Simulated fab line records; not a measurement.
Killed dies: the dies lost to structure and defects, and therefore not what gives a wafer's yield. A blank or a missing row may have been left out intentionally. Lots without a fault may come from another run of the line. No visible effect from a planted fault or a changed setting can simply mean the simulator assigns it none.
fab line records + flow nandHarc + part 2 of 2: steps 26 to 37 of 37
[record]
- lots = 5
- wafers = 15
- lastDay = 24
route steps=1159 shown A_M0@1001 A_M1@1026
lots that met no fault: taken from a fault-free run of the same line
startH: hours from the record's opening day to when the first of the lot's shown wafers began + waitH: hours since the lot's step before + " as in the row above + L1.1+2: a single row standing in for several wafers + - no value, or no start was given + * or withheld: withheld + < > ~ a bound
route shown NAME@n: a module of which the file shows steps, and the number in the route of the first + usual: the fault-free wafers' mean and standard deviation + same: alike in all rows + chamber/n: place in a boat + sites: per-site readings + _std_site: the standard deviation of these + _edge_site: inner sites' mean taken away from outer sites' mean + radiusMm: how far each site lies from the wafer's centre + mask NAME#n: copy n + behind: the most recent tool/chamber to have shaped the wafer + hold: the reason the lot was held/the length of the hold in hours/how it ended + device: which transistor (n, p or np) failed to switch + end of line: the same wafers' tests at the end of the route + step lacking rows: just its recipe + killed: the dies lost at the first sort to structure and to defects; this is not the yield of the wafer + map: shows each die of a wafer: x if killed, . if not, _ if none is there
set.NAME: the setting as run; set.NAME@STEP: as run at that earlier step + model.NAME: the simulator's own value behind a step, which no gauge read
certain route steps with their lots: each step a table, each wafer a row
services: a tool's chamber out of use, with start hour (startH, from the record's first day; less than 0 if before it), hours out, and reason
[[steps]]
[step NHARC_A_M1_DEHYDRATE_01]
[recipe]
- tempC = 150
- timeS = 120
[usual]
- exhaustPa = 44.8/0.96
| lot.wafer | tool          | chamber | startH | waitH | exhaustPa |
|-----------|---------------|---------|--------|-------|-----------|
| L074.1    | lithoTrack-04 | 0       | 405.82 | -     | 44.5      |
| L074.3    | "             | 0       | "      | "     | 42.9      |
| L074.5    | "             | 0       | "      | "     | 45.0      |
| L075.1    | lithoTrack-01 | 0       | 409.44 | -     | 45.7      |
| L075.2    | "             | 0       | "      | "     | 45.0      |
| L075.3    | "             | 0       | "      | "     | 45.0      |
| L083.1    | lithoTrack-06 | 0       | 465.04 | -     | 45.4      |
| L083.4    | "             | 0       | "      | "     | 45.8      |
| L083.6    | "             | 0       | "      | "     | 46.1      |
| L090.1    | lithoTrack-06 | 0       | 480.15 | -     | 44.6      |
| L090.4    | "             | 0       | "      | "     | 43.7      |
| L090.5    | "             | 0       | "      | "     | 45.4      |
| L097.2    | lithoTrack-04 | 0       | 537.76 | -     | 45.8      |
| L097.3    | "             | 0       | "      | "     | 44.8      |
| L097.4    | "             | 0       | "      | "     | 45.3      |
[step NHARC_A_M1_HMDS_02]
[recipe]
- timeS = 30
[usual]
- exhaustPa = 44.9/0.94
| lot.wafer | tool          | chamber | startH | waitH | exhaustPa |
|-----------|---------------|---------|--------|-------|-----------|
| L074.1    | lithoTrack-04 | 0       | -      | -     | 44.6      |
| L074.3    | "             | 0       | "      | "     | 46.3      |
| L074.5    | "             | 0       | "      | "     | 45.3      |
| L075.1    | lithoTrack-01 | 0       | -      | -     | 43.7      |
| L075.2    | "             | 0       | "      | "     | 44.8      |
| L075.3    | "             | 0       | "      | "     | 45.4      |
| L083.1    | lithoTrack-06 | 0       | -      | -     | 45.0      |
| L083.4    | "             | 0       | "      | "     | 44.5      |
| L083.6    | "             | 0       | "      | "     | 44.1      |
| L090.1    | lithoTrack-06 | 0       | -      | -     | 46.1      |
| L090.4    | "             | 0       | "      | "     | 48.1      |
| L090.5    | "             | 0       | "      | "     | 44.8      |
| L097.2    | lithoTrack-04 | 0       | -      | -     | 45.2      |
| L097.3    | "             | 0       | "      | "     | 45.3      |
| L097.4    | "             | 0       | "      | "     | 44.2      |
[step NHARC_A_M1_COAT_34]
[recipe]
- tempC = 200
- timeS = 65
[usual]
- exhaustPa = 45.0/0.98
| lot.wafer | tool          | chamber | startH | waitH | exhaustPa |
|-----------|---------------|---------|--------|-------|-----------|
| L074.1    | lithoTrack-04 | 0       | -      | -     | 44.4      |
| L074.3    | "             | 0       | "      | "     | 44.5      |
| L074.5    | "             | 0       | "      | "     | 43.8      |
| L075.1    | lithoTrack-01 | 0       | -      | -     | 46.6      |
| L075.2    | "             | 0       | "      | "     | 45.3      |
| L075.3    | "             | 0       | "      | "     | 46.4      |
| L083.1    | lithoTrack-06 | 0       | -      | -     | 42.7      |
| L083.4    | "             | 0       | "      | "     | 44.7      |
| L083.6    | "             | 0       | "      | "     | 43.5      |
| L090.1    | lithoTrack-06 | 0       | -      | -     | 44.8      |
| L090.4    | "             | 0       | "      | "     | 43.9      |
| L090.5    | "             | 0       | "      | "     | 44.2      |
| L097.2    | lithoTrack-04 | 0       | -      | -     | 44.8      |
| L097.3    | "             | 0       | "      | "     | 44.9      |
| L097.4    | "             | 0       | "      | "     | 46.2      |
[step NHARC_A_M1_COAT_03]
[recipe]
- spinRpm = 1500
- resistThkNm = 90
[usual]
- exhaustPa = 45.2/0.86
- spinSpeedRpm = 1500.1/0.99
| lot.wafer | tool          | chamber | startH | waitH | exhaustPa | spinSpeedRpm |
|-----------|---------------|---------|--------|-------|-----------|--------------|
| L074.1    | lithoTrack-04 | 0       | -      | -     | 44.7      | 1500.5       |
| L074.3    | "             | 0       | "      | "     | 44.8      | 1500.5       |
| L074.5    | "             | 0       | "      | "     | 44.6      | 1499.5       |
| L075.1    | lithoTrack-01 | 0       | -      | -     | 45.4      | 1499.3       |
| L075.2    | "             | 0       | "      | "     | 46.6      | 1499.6       |
| L075.3    | "             | 0       | "      | "     | 46.5      | 1498.5       |
| L083.1    | lithoTrack-06 | 0       | -      | -     | 44.4      | 1500.3       |
| L083.4    | "             | 0       | "      | "     | 45.0      | 1500.1       |
| L083.6    | "             | 0       | "      | "     | 45.6      | 1500.4       |
| L090.1    | lithoTrack-06 | 0       | -      | -     | 44.9      | 1498.7       |
| L090.4    | "             | 0       | "      | "     | 45.3      | 1499.5       |
| L090.5    | "             | 0       | "      | "     | 46.7      | 1500.3       |
| L097.2    | lithoTrack-04 | 0       | -      | -     | 45.8      | 1499.6       |
| L097.3    | "             | 0       | "      | "     | 45.2      | 1498.4       |
| L097.4    | "             | 0       | "      | "     | 44.8      | 1499.8       |
[step NHARC_A_M1_SOFTBAKE_04]
[recipe]
- tempC = 105
- timeS = 55
[usual]
- exhaustPa = 44.9/0.84
| lot.wafer | tool          | chamber | startH | waitH | exhaustPa |
|-----------|---------------|---------|--------|-------|-----------|
| L074.1    | lithoTrack-04 | 0       | -      | -     | 45.3      |
| L074.3    | "             | 0       | "      | "     | 45.1      |
| L074.5    | "             | 0       | "      | "     | 44.0      |
| L075.1    | lithoTrack-01 | 0       | -      | -     | 43.4      |
| L075.2    | "             | 0       | "      | "     | 44.4      |
| L075.3    | "             | 0       | "      | "     | 44.8      |
| L083.1    | lithoTrack-06 | 0       | -      | -     | 45.5      |
| L083.4    | "             | 0       | "      | "     | 44.8      |
| L083.6    | "             | 0       | "      | "     | 45.0      |
| L090.1    | lithoTrack-06 | 0       | -      | -     | 44.5      |
| L090.4    | "             | 0       | "      | "     | 45.4      |
| L090.5    | "             | 0       | "      | "     | 43.7      |
| L097.2    | lithoTrack-04 | 0       | -      | -     | 45.2      |
| L097.3    | "             | 0       | "      | "     | 45.4      |
| L097.4    | "             | 0       | "      | "     | 46.4      |
[step NHARC_A_M1_EBR_05]
[usual]
- exhaustPa = 45.1/0.86
| lot.wafer | tool          | chamber | startH | waitH | exhaustPa |
|-----------|---------------|---------|--------|-------|-----------|
| L074.1    | lithoTrack-04 | 0       | -      | -     | 45.3      |
| L074.3    | "             | 0       | "      | "     | 44.5      |
| L074.5    | "             | 0       | "      | "     | 45.6      |
| L075.1    | lithoTrack-01 | 0       | -      | -     | 44.8      |
| L075.2    | "             | 0       | "      | "     | 44.6      |
| L075.3    | "             | 0       | "      | "     | 44.5      |
| L083.1    | lithoTrack-06 | 0       | -      | -     | 43.8      |
| L083.4    | "             | 0       | "      | "     | 44.6      |
| L083.6    | "             | 0       | "      | "     | 44.8      |
| L090.1    | lithoTrack-06 | 0       | -      | -     | 44.2      |
| L090.4    | "             | 0       | "      | "     | 44.1      |
| L090.5    | "             | 0       | "      | "     | 45.1      |
| L097.2    | lithoTrack-04 | 0       | -      | -     | 43.6      |
| L097.3    | "             | 0       | "      | "     | 43.5      |
| L097.4    | "             | 0       | "      | "     | 43.4      |
[step NHARC_A_M1_EXPOSE_06]
[recipe]
- na = 1.35
- targetCdNm = 120
- doseMj = 75.13
- maskId = A_M1
| lot.wafer  | tool           | chamber | startH | waitH | mask   |
|------------|----------------|---------|--------|-------|--------|
| L074.1+3+5 | arfiScanner-03 | 0       | 406.11 | -     | A_M1#0 |
| L075.1+2+3 | arfiScanner-02 | 0       | 409.73 | -     | A_M1#0 |
| L083.1+4+6 | arfiScanner-03 | 0       | 465.33 | -     | A_M1#0 |
| L090.1+4+5 | arfiScanner-01 | 0       | 480.44 | -     | A_M1#0 |
| L097.2+3+4 | arfiScanner-02 | 0       | 538.06 | -     | A_M1#0 |
[step NHARC_A_M1_PEB_07]
[recipe]
- pebTempC = 100
- pebTimeS = 65
[usual]
- exhaustPa = 45.1/0.82
| lot.wafer | tool          | chamber | startH | waitH | exhaustPa |
|-----------|---------------|---------|--------|-------|-----------|
| L074.1    | lithoTrack-06 | 0       | 406.17 | 0.1   | 45.1      |
| L074.3    | "             | 0       | "      | "     | 44.6      |
| L074.5    | "             | 0       | "      | "     | 44.3      |
| L075.1    | lithoTrack-01 | 0       | 409.79 | 0.1   | 45.7      |
| L075.2    | "             | 0       | "      | "     | 45.7      |
| L075.3    | "             | 0       | "      | "     | 43.5      |
| L083.1    | lithoTrack-01 | 0       | 465.39 | 0.1   | 44.8      |
| L083.4    | "             | 0       | "      | "     | 45.1      |
| L083.6    | "             | 0       | "      | "     | 45.0      |
| L090.1    | lithoTrack-01 | 0       | 480.50 | 0.1   | 46.1      |
| L090.4    | "             | 0       | "      | "     | 45.0      |
| L090.5    | "             | 0       | "      | "     | 45.9      |
| L097.2    | lithoTrack-04 | 0       | 538.11 | 0.1   | 44.9      |
| L097.3    | "             | 0       | "      | "     | 44.5      |
| L097.4    | "             | 0       | "      | "     | 45.9      |
[step NHARC_A_M1_DEVELOP_08]
[recipe]
- developTimeS = 35
- devTempC = 23
[usual]
- exhaustPa = 44.8/0.84
| lot.wafer | tool          | chamber | startH | waitH | exhaustPa |
|-----------|---------------|---------|--------|-------|-----------|
| L074.1    | lithoTrack-06 | 0       | -      | -     | 45.2      |
| L074.3    | "             | 0       | "      | "     | 44.6      |
| L074.5    | "             | 0       | "      | "     | 45.0      |
| L075.1    | lithoTrack-01 | 0       | -      | -     | 46.2      |
| L075.2    | "             | 0       | "      | "     | 45.1      |
| L075.3    | "             | 0       | "      | "     | 44.6      |
| L083.1    | lithoTrack-01 | 0       | -      | -     | 45.3      |
| L083.4    | "             | 0       | "      | "     | 45.6      |
| L083.6    | "             | 0       | "      | "     | 44.0      |
| L090.1    | lithoTrack-01 | 0       | -      | -     | 44.5      |
| L090.4    | "             | 0       | "      | "     | 43.7      |
| L090.5    | "             | 0       | "      | "     | 45.6      |
| L097.2    | lithoTrack-04 | 0       | -      | -     | 44.6      |
| L097.3    | "             | 0       | "      | "     | 45.5      |
| L097.4    | "             | 0       | "      | "     | 44.9      |
[step NHARC_A_M1_CD_MEAS_09]
[recipe]
- targetCdNm = 120
- landingEnergyEv = 500
[usual]
- cdNm = 119.3/0.7
| lot.wafer | tool     | chamber | startH | waitH | cdNm  |
|-----------|----------|---------|--------|-------|-------|
| L074.1    | cdSem-03 | 0       | 406.25 | -     | 119.9 |
| L074.3    | "        | 0       | "      | "     | 120.5 |
| L074.5    | "        | 0       | "      | "     | 121.3 |
| L075.1    | cdSem-03 | 0       | 409.87 | -     | 119.1 |
| L075.2    | "        | 0       | "      | "     | 119.0 |
| L075.3    | "        | 0       | "      | "     | 118.8 |
| L083.1    | cdSem-02 | 0       | 465.47 | -     | 119.0 |
| L083.4    | "        | 0       | "      | "     | 117.6 |
| L083.6    | "        | 0       | "      | "     | 118.9 |
| L090.1    | cdSem-02 | 0       | 480.58 | -     | 119.5 |
| L090.4    | "        | 0       | "      | "     | 119.2 |
| L090.5    | "        | 0       | "      | "     | 118.5 |
| L097.2    | cdSem-02 | 0       | 538.20 | -     | 119.5 |
| L097.3    | "        | 0       | "      | "     | 119.2 |
| L097.4    | "        | 0       | "      | "     | 119.7 |
[step NHARC_A_M1_OVL_MEAS_10]
[recipe]
- pitchNm = 240
[usual]
- overlayXNm = -0.1/0.74
- overlayYNm = 0.0/0.71
| lot.wafer | tool       | chamber | startH | waitH | overlayXNm | overlayYNm |
|-----------|------------|---------|--------|-------|------------|------------|
| L074.1    | overlay-02 | -       | 406.34 | -     | -0.6       | -0.2       |
| L074.3    | "          | -       | "      | "     | -0.5       | 0.2        |
| L074.5    | "          | -       | "      | "     | -0.2       | 0.1        |
| L075.1    | overlay-02 | -       | 409.96 | -     | 0.3        | 0.6        |
| L075.2    | "          | -       | "      | "     | -0.9       | 0.8        |
| L075.3    | "          | -       | "      | "     | -0.4       | 1.1        |
| L083.1    | overlay-02 | -       | 465.56 | -     | -0.3       | -1.1       |
| L083.4    | "          | -       | "      | "     | 0.0        | -0.9       |
| L083.6    | "          | -       | "      | "     | -0.5       | -1.3       |
| L090.1    | overlay-02 | -       | 480.67 | -     | -0.3       | 0.8        |
| L090.4    | "          | -       | "      | "     | 0.4        | 1.1        |
| L090.5    | "          | -       | "      | "     | -0.1       | 1.0        |
| L097.2    | overlay-01 | -       | 538.28 | -     | -1.2       | -1.1       |
| L097.3    | "          | -       | "      | "     | -1.5       | 0.0        |
| L097.4    | "          | -       | "      | "     | -1.3       | -0.1       |
[step NHARC_A_M1_INSPECT_11]
[usual]
- rawDefectCount = 33/14
| lot.wafer | tool             | chamber | startH | waitH | rawDefectCount |
|-----------|------------------|---------|--------|-------|----------------|
| L074.1    | defectInspect-02 | -       | 406.38 | 0.0   | 18             |
| L074.3    | "                | -       | "      | "     | 18             |
| L074.5    | "                | -       | "      | "     | 17             |
| L075.1    | defectInspect-01 | -       | 410.00 | 0.0   | 7              |
| L075.2    | "                | -       | "      | "     | 6              |
| L075.3    | "                | -       | "      | "     | 12             |
| L083.1    | defectInspect-01 | -       | 465.60 | 0.0   | 45             |
| L083.4    | "                | -       | "      | "     | 39             |
| L083.6    | "                | -       | "      | "     | 47             |
| L090.1    | defectInspect-02 | -       | 480.71 | 0.0   | 53             |
| L090.4    | "                | -       | "      | "     | 55             |
| L090.5    | "                | -       | "      | "     | 57             |
| L097.2    | defectInspect-02 | -       | 538.32 | 0.0   | 36             |
| L097.3    | "                | -       | "      | "     | 38             |
| L097.4    | "                | -       | "      | "     | 35             |
[[services]]
| tool           | chamber | startH | hours | kind   |
|----------------|---------|--------|-------|--------|
| rieDiel-07     | -       | 405.20 | 9.0   | pm     |
| cmp-03         | -       | 421.20 | 0.4   | repair |
| wetBench-10    | -       | 423.24 | 8.0   | pm     |
| rieDiel-11     | 0       | 426.00 | 19.1  | repair |
| wetBench-05    | -       | 427.46 | 2.4   | repair |
| arfiScanner-02 | -       | 428.00 | 4.0   | pm     |
| lithoTrack-01  | -       | 443.00 | 7.0   | pm     |
| cmp-03         | -       | 444.97 | 3.8   | repair |
| ecdCu-01       | -       | 448.04 | 8.0   | pm     |
| cmp-03         | -       | 450.02 | 4.0   | pm     |
| rieDiel-07     | -       | 450.29 | 0.4   | repair |
| arfiScanner-02 | -       | 452.83 | 0.9   | repair |
| lithoTrack-06  | -       | 467.00 | 7.0   | pm     |
| wetBench-10    | -       | 469.35 | 1.4   | repair |
| pecvd-04       | -       | 472.32 | 2.2   | repair |
| pecvd-03       | -       | 473.46 | 13.0  | pm     |
| arfiScanner-03 | -       | 484.00 | 4.0   | pm     |
| lithoTrack-04  | -       | 491.00 | 7.0   | pm     |
| rieDiel-07     | 2       | 492.87 | 3.4   | repair |
| arfiScanner-03 | -       | 496.35 | 0.2   | repair |
| pvdSputter-03  | -       | 498.34 | 10.0  | pm     |
| arfiScanner-03 | -       | 499.11 | 3.7   | repair |
| pvdSputter-01  | -       | 514.00 | 10.0  | pm     |
| rieDiel-11     | 0       | 533.59 | 15.8  | repair |
